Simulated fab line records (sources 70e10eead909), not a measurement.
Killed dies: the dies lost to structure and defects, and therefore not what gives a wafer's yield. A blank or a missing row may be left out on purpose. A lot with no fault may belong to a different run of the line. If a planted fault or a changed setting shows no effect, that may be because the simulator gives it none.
Chamber matching | flow nand harc | pecvd-01 running NHARC_A_STAIRCASE_DEP_151: 3 sister chambers
The step deposits SiO2, target thk 3800 nm. 6 wafers are shown with their chamber, then 7 later ones without.

## WAFERS PAIRED WITH THEIR CHAMBERS
wafer  | chamber | heater power w (W) | heater power outer w (W)
L806.5 | 2       | 740                | 426
L805.2 | 2       | 906                | 545
L810.3 | 0       | 605                | 357
L810.6 | 1       | 624                | 366
L814.1 | 0       | 688                | 410
L814.2 | 1       | 706                | 432

## WAFERS MISSING THEIR CHAMBER
wafer  | heater power w (W) | heater power outer w (W)
L814.4 | 738                | 419
L815.3 | 740                | 478
L815.4 | 739                | 433
L815.5 | 579                | 319
L816.2 | 686                | 398
L816.4 | 565                | 332
L816.6 | 754                | 436

## WHICH CHAMBER EACH ONE RAN IN
wafer  | from the rows above          | in truth
L814.4 | can't be placed: 1 or 0 or 2 | 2
L815.3 | can't be placed: 2 or 1 or 0 | 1
L815.4 | can't be placed: 1 or 2 or 0 | 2
L815.5 | can't be placed: 0 or 1      | 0
L816.2 | can't be placed: 1 or 0 or 2 | 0
L816.4 | can't be placed: 0 or 1      | 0
L816.6 | can't be placed: 2 or 1 or 0 | 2
Correctly placed: 0 of 7. These rows do not allow placing 7 (true chamber among the candidates in 7). Wrongly placed: 0.
How it was worked out, from the rows above alone: a wafer's distance from a chamber is the root of the sum, over the readings, of the square of ((its reading less the chamber's mean) divided by the reading's scatter). The wafer belongs to the nearest chamber; if the next one is less than 2 further off, it can't be placed. Each chamber's mean is taken over the wafers shown for it. The scatter: the root of (the sum of the squares of (reading less its chamber's mean) over the shown wafers, divided by (wafers less chambers)).
